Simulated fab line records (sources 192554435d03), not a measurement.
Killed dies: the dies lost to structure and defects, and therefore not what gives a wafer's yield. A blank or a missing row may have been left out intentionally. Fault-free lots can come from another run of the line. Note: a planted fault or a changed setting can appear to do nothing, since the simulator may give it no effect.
Which of the tools did it? -- flow n5 finfet -- 24 lots with 72 wafers sampled at 4 steps, on a route of 1938 steps

WHAT EACH GAUGE READ, for each wafer
N5_BEOL_M6_RS_MEAS_57: measures by four-point-probe. Usual: for M6_RS the level is 0.287 ohm/sq and the standard deviation is 0.0095.
lot,measured,on,M6_RS (ohm/sq),flag
L074,day 10 12:56,film metro-02,0.284 0.278 0.287,
L076,day 10 14:08,film metro-01,0.298 0.292 0.302,
L075,day 10 18:40,film metro-01,0.277 0.285 0.281,
L077,day 11 01:22,film metro-01,0.284 0.275 0.276,
L078,day 11 09:58,film metro-02,0.283 0.274 0.273,
L079,day 11 19:01,film metro-01,0.286 0.293 0.286,
L080,day 11 22:45,film metro-01,0.285 0.280 0.282,
L081,day 11 23:32,film metro-02,0.278 0.289 0.287,
L082,day 12 06:15,film metro-02,0.277 0.287 0.271,
L085,day 12 13:24,film metro-02,0.273 0.300 0.280,
L083,day 12 16:40,film metro-02,0.284 0.295 0.296,
L084,day 13 03:52,film metro-01,0.274 0.290 0.298,
L087,day 13 07:19,film metro-02,0.298 0.299 0.294,
L089,day 13 08:49,film metro-02,0.295 0.283 0.274,
L086,day 13 09:39,film metro-01,0.290 0.292 0.291,
L088,day 14 00:01,film metro-02,0.303 0.290 0.286,
L090,day 14 05:29,film metro-02,0.275 0.291 0.294,
L091,day 14 20:31,film metro-02,0.304 0.284 0.299,
L092,day 15 00:46,film metro-01,0.282 0.302 0.286,
L094,day 15 04:48,film metro-01,0.294 0.297 0.288,
L093,day 15 06:55,film metro-01,0.284 0.292 0.299,
L095,day 15 08:41,film metro-02,0.295 0.291 0.288,
L096,day 15 10:06,film metro-02,0.277 0.279 0.280,
L097,day 16 05:31,film metro-01,0.298 0.266 0.283,

EACH LOT AND THE TOOL THAT RAN IT (in order: tool; ch and the chambers of the sampled wafers; start)
lot,N5_BEOL_M6_ETCH_61,N5_BEOL_M6_DESCUM_33,N5_BEOL_M6_SPUTTER_48
L074,"rie diel-05 ch 1,2, day 10 07:32","rie diel-05 ch 0,1,2, day 10 08:38","pvd sputter-01, day 10 11:41"
L076,"rie diel-05 ch 0,2, day 10 09:34","rie diel-05 ch 0,2, day 10 11:04","pvd sputter-03, day 10 12:50"
L075,"rie diel-03 ch 0,1,3, day 10 12:38","rie diel-05 ch 0,1,3, day 10 15:02","pvd sputter-01, day 10 17:04"
L077,"rie diel-03 ch 0,1,2, day 10 20:22","rie diel-01 ch 0,1,2, day 10 22:17","pvd sputter-03, day 11 00:25"
L078,"rie diel-05 ch 0,1,2, day 11 05:52","rie diel-03 ch 0,3, day 11 06:51","pvd sputter-03, day 11 08:36"
L079,"rie diel-01 ch 1,2,3, day 11 13:52","rie diel-01 ch 0,1,2, day 11 15:47","pvd sputter-01, day 11 17:47"
L080,"rie diel-01 ch 0,2,3, day 11 16:20","rie diel-01 ch 0,1,2, day 11 18:55","pvd sputter-01, day 11 21:49"
L081,"rie diel-01 ch 1,2,3, day 11 16:53","rie diel-05 ch 0,1,3, day 11 19:22","pvd sputter-01, day 11 22:36"
L082,"rie diel-01 ch 0,1,3, day 11 23:24","rie diel-05 ch 0,3, day 12 02:32","pvd sputter-01, day 12 05:18"
L085,"rie diel-01 ch 0,2, day 12 05:57","rie diel-03 ch 1,2, day 12 10:11","pvd sputter-01, day 12 12:28"
L083,"rie diel-01 ch 0,2, day 12 09:44","rie diel-03 ch 0,1,3, day 12 13:55","pvd sputter-02, day 12 15:44"
L084,"rie diel-01 ch 1,3, day 12 23:27","rie diel-03 ch 2,3, day 13 00:48","pvd sputter-01, day 13 02:43"
L087,"rie diel-05 ch 1,3, day 13 00:53","rie diel-05 ch 0,1, day 13 03:14","pvd sputter-01, day 13 06:23"
L089,"rie diel-05 ch 0,1,2, day 13 04:10","rie diel-05 ch 2,3, day 13 05:53","pvd sputter-02, day 13 07:53"
L086,"rie diel-05 ch 0,3, day 13 04:34","rie diel-05 ch 1,2, day 13 06:26","pvd sputter-01, day 13 08:43"
L088,"rie diel-05 ch 0,1, day 13 17:44","rie diel-05 ch 1,2,3, day 13 19:25","pvd sputter-01, day 13 23:04"
L090,"rie diel-03 ch 1,2, day 13 22:44","rie diel-01 ch 1,2,3, day 14 02:33","pvd sputter-03, day 14 04:29"
L091,"rie diel-03 ch 1,2, day 14 13:07","rie diel-03 ch 1,2, day 14 17:17","pvd sputter-03, day 14 19:25"
L092,"rie diel-05 ch 0,1,3, day 14 20:04","rie diel-03 ch 0,2, day 14 21:17","pvd sputter-01, day 14 23:49"
L094,"rie diel-03 ch 0,1, day 14 22:31","rie diel-05 ch 0,1, day 15 00:02","pvd sputter-01, day 15 03:29"
L093,"rie diel-01 ch 1,3, day 14 23:20","rie diel-03 ch 0,1,2, day 15 02:52","pvd sputter-01, day 15 05:53"
L095,"rie diel-05 ch 0,1,3, day 15 03:22","rie diel-05 ch 1,2,3, day 15 05:03","pvd sputter-02, day 15 07:34"
L096,"rie diel-03 ch 0,1,3, day 15 03:35","rie diel-01 ch 1,2,3, day 15 05:59","pvd sputter-02, day 15 08:43"
L097,"rie diel-05 ch 0,1,3, day 15 23:58","rie diel-03 ch 0,2, day 16 01:49","pvd sputter-03, day 16 03:52"
- N5_BEOL_M6_ETCH_61: etches SiARC in CF4, target depth 45.5 nm, time 75.8 s.
- N5_BEOL_M6_DESCUM_33: chemistry O2, time 7 s.
- N5_BEOL_M6_SPUTTER_48: material Cu, target thk 10 nm, time 1.667 s.

AS READ BY THE TOOLS THEMSELVES (means over the sampled wafers that have a number; for cases with no such wafer, the mark the record gives instead)
N5_BEOL_M6_ETCH_61. Usual: drypump motor current A 5.7 A, standard deviation 0.37; etch rf on time s 75.4 s, standard deviation 2.1; oes product au 0.71 a.u., standard deviation 0.055; rf vpp V 184.1 V, standard deviation 1.6; showerhead plenum p Torr 2.15 Torr, standard deviation 0.1; throttle valve pct 15.59 %, standard deviation 0.19.
lot,tool,drypump motor current A (A),etch rf on time s (s),oes product au (a.u.),rf vpp V (V),showerhead plenum p Torr (Torr),throttle valve pct (%),flag
L074,rie diel-05,5.6,76.6,0.72,185.5,2.20,15.48,
L076,rie diel-05,5.7,77.7,0.69,184.6,2.16,15.61,
L075,rie diel-03,5.8,75.1,0.71,184.7,2.21,15.43,
L077,rie diel-03,5.5,75.5,0.70,184.1,2.18,15.57,
L078,rie diel-05,5.5,76.6,0.69,183.5,2.11,15.63,
L079,rie diel-01,5.8,73.1,0.75,184.2,2.15,15.55,
L080,rie diel-01,5.7,75.0,0.74,183.8,2.15,15.57,
L081,rie diel-01,5.8,72.9,0.75,184.2,2.15,15.54,
L082,rie diel-01,6.0,74.3,0.73,183.8,2.15,15.63,
L085,rie diel-01,5.3,75.3,0.75,183.8,2.09,15.39,
L083,rie diel-01,5.3,75.6,0.73,183.5,2.09,15.40,
L084,rie diel-01,6.2,73.0,0.72,185.8,2.21,15.76,
L087,rie diel-05,5.6,76.3,0.75,184.0,2.13,15.56,
L089,rie diel-05,5.6,77.3,0.68,184.5,2.10,15.66,
L086,rie diel-05,5.5,73.7,0.73,184.1,2.11,15.70,
L088,rie diel-05,5.6,76.4,0.67,183.1,2.01,15.80,
L090,rie diel-03,5.6,75.0,0.72,185.4,2.24,15.54,
L091,rie diel-03,5.6,77.1,0.73,185.6,2.25,15.51,
L092,rie diel-05,5.5,76.0,0.70,182.5,2.08,15.71,
L094,rie diel-03,5.6,74.2,0.73,185.6,2.26,15.41,
L093,rie diel-01,6.0,72.6,0.71,183.9,2.14,15.66,
L095,rie diel-05,5.5,76.2,0.70,184.0,2.08,15.72,
L096,rie diel-03,5.8,74.1,0.67,184.5,2.20,15.51,
L097,rie diel-05,5.5,76.3,0.68,183.2,2.08,15.73,

N5_BEOL_M6_DESCUM_33. Usual: drypump motor current A 5.7 A, standard deviation 0.33; oes product au 0.83 a.u., standard deviation 0.064; rf vpp V 243.4 V, standard deviation 1.7; showerhead plenum p Torr 2.11 Torr, standard deviation 0.1; throttle valve pct 20.43 %, standard deviation 0.22.
lot,tool,drypump motor current A (A),oes product au (a.u.),rf vpp V (V),showerhead plenum p Torr (Torr),throttle valve pct (%),flag
L074,rie diel-05,5.6,0.82,242.5,2.07,20.50,
L076,rie diel-05,5.5,0.79,241.9,2.03,20.71,
L075,rie diel-05,5.5,0.86,242.5,2.04,20.48,
L077,rie diel-01,5.5,0.86,242.3,2.04,20.26,
L078,rie diel-03,6.2,0.76,243.7,2.13,20.27,
L079,rie diel-01,5.5,0.86,243.0,2.03,20.26,
L080,rie diel-01,5.5,0.86,242.0,2.03,20.26,
L081,rie diel-05,5.6,0.84,242.5,2.03,20.51,
L082,rie diel-05,5.5,0.86,243.0,2.07,20.57,
L085,rie diel-03,5.5,0.88,245.0,2.22,20.46,
L083,rie diel-03,5.8,0.80,243.1,2.16,20.30,
L084,rie diel-03,6.0,0.86,244.5,2.20,20.45,
L087,rie diel-05,5.5,0.81,241.4,2.00,20.48,
L089,rie diel-05,5.5,0.86,245.1,2.16,20.45,
L086,rie diel-05,5.6,0.81,243.4,2.15,20.42,
L088,rie diel-05,5.6,0.83,243.6,2.13,20.40,
L090,rie diel-01,5.8,0.83,243.0,2.09,20.44,
L091,rie diel-03,5.6,0.87,245.0,2.23,20.49,
L092,rie diel-03,5.6,0.87,246.1,2.22,20.21,
L094,rie diel-05,5.6,0.76,241.9,1.96,20.70,
L093,rie diel-03,5.6,0.85,245.0,2.22,20.35,
L095,rie diel-05,5.6,0.81,243.9,2.12,20.42,
L096,rie diel-01,5.8,0.82,242.9,2.09,20.46,
L097,rie diel-03,5.6,0.86,244.9,2.23,20.37,

N5_BEOL_M6_SPUTTER_48. Usual: bias v 60.0 V, standard deviation 0.55; throttle valve pct 30.4 %, standard deviation 1.4.
lot,tool,bias v (V),throttle valve pct (%),flag
L074,pvd sputter-01,59.5,31.9,
L076,pvd sputter-03,59.7,29.9,
L075,pvd sputter-01,59.6,31.1,
L077,pvd sputter-03,60.1,29.8,
L078,pvd sputter-03,59.5,29.5,
L079,pvd sputter-01,60.3,31.7,
L080,pvd sputter-01,59.6,31.4,
L081,pvd sputter-01,60.3,30.8,
L082,pvd sputter-01,59.9,31.1,
L085,pvd sputter-01,60.2,31.4,
L083,pvd sputter-02,59.6,29.6,
L084,pvd sputter-01,60.5,31.7,
L087,pvd sputter-01,59.4,31.2,
L089,pvd sputter-02,59.8,29.5,
L086,pvd sputter-01,59.8,31.3,
L088,pvd sputter-01,60.2,30.4,
L090,pvd sputter-03,60.2,29.6,
L091,pvd sputter-03,60.6,29.6,
L092,pvd sputter-01,60.1,30.8,
L094,pvd sputter-01,59.4,30.4,
L093,pvd sputter-01,60.7,30.7,
L095,pvd sputter-02,60.0,30.3,
L096,pvd sputter-02,60.0,29.4,
L097,pvd sputter-03,60.2,29.1,

THE ANSWER, worked out from the rows above alone
Rule: lot off if the mean of its wafers having a number is beyond 3 standard deviations from the usual mean. A lot without any number at a reading at which 4 lots or more have one is off too. All remaining lots with rows at the step are treated as sound. After the gauges, taken in route order, come the tools' own readings; for these a lot's mean is taken, as printed above. The first step at which some lot is off is used, and at that step the reading that is off furthest; a lot without a number counts as furthest.
Across all readings shown, no lot is off: no conclusion can be drawn from this.

WHAT THE SIMULATOR HAD PUT IN
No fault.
